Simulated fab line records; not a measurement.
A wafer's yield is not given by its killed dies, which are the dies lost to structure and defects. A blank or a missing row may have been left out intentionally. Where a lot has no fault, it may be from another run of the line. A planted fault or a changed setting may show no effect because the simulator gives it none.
Matching of chambers -- flow n5-finfet -- 4 sister chambers for N5_BEOL_M0_SAQP_ALD_48 on ald-sin-02
The step deposits SiO2, target thk 20 nm, pulse time 1 s, co reactant pulse time 1 s. 4 wafers are shown with their chamber, then 9 later ones without.

WAFERS WITH THEIR CHAMBER
wafer,chamber,heater-power-w (W)
L084.3,3,72
L085.6,2,80
L087.1,0,70
L087.5,1,79

WAFERS WITHOUT THEIR CHAMBER
wafer,heater-power-w (W)
L090.1,78
L090.2,69
L090.5,82
L091.2,71
L091.3,70
L091.6,70
L096.1,71
L096.3,80
L096.5,70

EACH ONE'S CHAMBER
wafer,from the rows above,in truth
L090.1,can't be placed: 1 or 2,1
L090.2,0,0
L090.5,can't be placed: 2 or 1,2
L091.2,can't be placed: 0 or 3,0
L091.3,0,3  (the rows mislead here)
L091.6,0,0
L096.1,can't be placed: 0 or 3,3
L096.3,can't be placed: 2 or 1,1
L096.5,0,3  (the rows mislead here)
2 of 9 placed correctly. Cannot be placed on the basis of these rows: 5; the candidates contain the true chamber in 5. 2 placed wrongly.
How it was worked out, from the rows above alone: a wafer's distance from a chamber is the root of the sum, over the readings, of the square of ((its reading less the chamber's mean) divided by the reading's scatter). If the next closest chamber is less than 2 further off than the closest, the wafer can't be placed; otherwise it belongs to the closest. For every chamber, the mean is computed from those of its wafers that are shown. The scatter: with one shown wafer a chamber, the root of the mean of the squares of how far each hidden wafer lies from its nearest shown one.
